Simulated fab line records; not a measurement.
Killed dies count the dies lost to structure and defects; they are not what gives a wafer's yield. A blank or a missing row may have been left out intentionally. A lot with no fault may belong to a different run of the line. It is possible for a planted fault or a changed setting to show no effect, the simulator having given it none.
Struck lot and sound lot, side by side | flow nand harc | 37 steps out of a route of 1159
Sound: the wafers L784.2, L784.5, L784.6. Struck: wafer L800.3 (left out: L800.1, L800.5 of the same lot, which were not struck); the cause appears at the end.
At each step with rows: each side's tool, then ch and its chambers, then its first start. Under that, the readings that differ: sound wafers | struck wafers | difference of the means | sigmas: that difference in standard deviations of wafers without a fault.
alike: words and numbers the same on both sides, and readings whose means are apart by under 2 such deviations; not compared: readings that were withheld, readings missing a value for some wafer, numbers with overlapping values and no deviation given by the record, and bounds like >300 which may hide the same value.
A row with sigmas, a row that says differs or no value, or rows on one side alone: a step with any of these is where the two part. Non-overlapping numbers with no deviation appear without sigmas and do not part them. Lack of a reading on every wafer of one side parts them only where that side has two or more wafers.

first, 3 steps without rows for these wafers: NHARC_A_STAIRCASE_ALD_415 (deposits SiO2, target thk 30 nm, pulse time 6 s, ald cycles 300); NHARC_A_STAIRCASE_ETCHBACK_416 (etches the open film in C4F8/O2/Ar, target depth 36 nm, time 7.2 s); NHARC_A_STAIRCASE_STRIP_476 (strips in O2, time 20 s).
NHARC_A_STAIRCASE_DEP_417: deposits Si3N4, target thk 60 nm.
  sound on pecvd-01 ch 0,2, day 11 21:25; struck on pecvd-01 ch 2, day 15 22:22
  alike: heater power w
then, 7 steps without rows for these wafers: NHARC_A_STAIRCASE_WET_418 (chemistry H3PO4, target depth 20 nm); NHARC_A_STAIRCASE_PRECLEAN_419 (cleans in SC1); NHARC_A_STAIRCASE_SRD_421; NHARC_A_STAIRCASE_ALD_420 (deposits SiO2, target thk 20 nm, pulse time 6 s, ald cycles 200); NHARC_A_STAIRCASE_CVD_552 (deposits SiNx, target thk 40 nm); NHARC_A_STAIRCASE_DEP_151 (deposits SiO2, target thk 3800 nm); NHARC_A_STAIRCASE_ANNEAL_320 (time 1800 s).
NHARC_A_STAIRCASE_DEP_322: deposits SiO2, target thk 3800 nm.
  sound on pecvd-01 ch 0,1, day 12 17:44; struck on pecvd-01 ch 1, day 16 23:43
  alike: heater power w, mfc precursor sccm
then, 1 step without rows for these wafers: NHARC_A_STAIRCASE_ANNEAL_323 (time 1800 s).
NHARC_A_STAIRCASE_DEP_325: deposits SiO2, target thk 3800 nm.
  sound on pecvd-04 ch 0,1,2, day 13 00:50; struck on pecvd-03 ch 1, day 17 08:11
  alike: heater power w, mfc precursor sccm
then, 12 steps without rows for these wafers: NHARC_A_STAIRCASE_ANNEAL_326 (time 1800 s); NHARC_A_STAIRCASE_DEHYDRATE_433 (time 120 s); NHARC_A_STAIRCASE_HMDS_434 (time 30 s); NHARC_A_STAIRCASE_COAT_435; NHARC_A_STAIRCASE_SOFTBAKE_436 (time 170 s); NHARC_A_STAIRCASE_EBR_437; NHARC_A_STAIRCASE_EXPOSE_438 (exposes mask STAIR REV); NHARC_A_STAIRCASE_PEB_439 (peb time 130 s); NHARC_A_STAIRCASE_DEVELOP_440 (time 140 s); NHARC_A_STAIRCASE_HARDBAKE_442 (time 140 s); NHARC_A_STAIRCASE_DESCUM_443 (chemistry O2, time 3 s); NHARC_A_STAIRCASE_ETCH_444 (etches the open film in C4F8/O2, target depth 10200 nm, time 3400 s).
NHARC_A_STAIRCASE_STRIP_446: strips in O2.
  sound on plasma asher-01 ch 0,1, day 13 12:17; struck on plasma asher-02 ch 1, day 17 20:14
  reading            | sound       | struck | difference | sigmas
  heater power w (W) | 316 337 320 | 359    | +35        | +3
  alike: drypump motor current A, temp c
  not compared: rf hours counter h
then, 4 steps without rows for these wafers: NHARC_A_STAIRCASE_STRIP_447 (strips in SPM, time 900 s); NHARC_A_STAIRCASE_PRECLEAN_448 (cleans in SC1); NHARC_A_STAIRCASE_SRD_449; NHARC_A_STAIRCASE_CMP_450 (polishes SiO2, target thk 200 nm).
NHARC_A_STAIRCASE_CMP_152: polishes.
  sound on cmp-03 ch 0,3, day 13 13:11; struck on cmp-01 ch 0, day 17 21:07
  alike: motor current A, retaining ring pressure frac
then, 2 steps without rows for these wafers: NHARC_A_STAIRCASE_SRD_154; NHARC_A_STAIRCASE_ETCH_403 (etches SiO2 in dHF, target depth 108.2 nm).
NHARC_A_STAIRCASE_ETCHBACK_422: etches the open film in CH3F/O2, target depth 40 nm, time 74.286 s.
  sound on rie diel-02 ch 0,3, day 13 13:39; struck on rie diel-04 ch 2, day 17 21:35
  alike: drypump motor current A, oes product au, rf vpp V, showerhead plenum p Torr, throttle valve pct
  not compared: rf hours counter h
then, 1 step without rows for these wafers: NHARC_A_STAIRCASE_ETCH_423 (etches SiO2 in dHF, target depth 30 nm).
-- record jumps: 6 days between struck wafers' starts before vs after; left off in module A_STAIRCASE, resumes in module END, first step shown is number 1159 of the route --
NHARC_END_SORT_01:
  sound on prober-01 ch 0, day 19 14:28; struck on prober-02 ch 0, day 23 14:25
  reading         | sound    | struck                   | difference                   | sigmas
  hold            | - - -    | await dispo/3.5h/release | no value on the sound wafers |
  killed at array | 48 34 39 | 670                      | +630                         | +57
  killed dies     | 51 38 46 | 671                      | +626                         | +52
  alike: killed at other, killed at periphery, killed open, killed short

== WHERE THEY PART ==
At NHARC_A_STAIRCASE_STRIP_446 first; at NHARC_END_SORT_01 last (within this record only).

WHY: what the simulator had put in
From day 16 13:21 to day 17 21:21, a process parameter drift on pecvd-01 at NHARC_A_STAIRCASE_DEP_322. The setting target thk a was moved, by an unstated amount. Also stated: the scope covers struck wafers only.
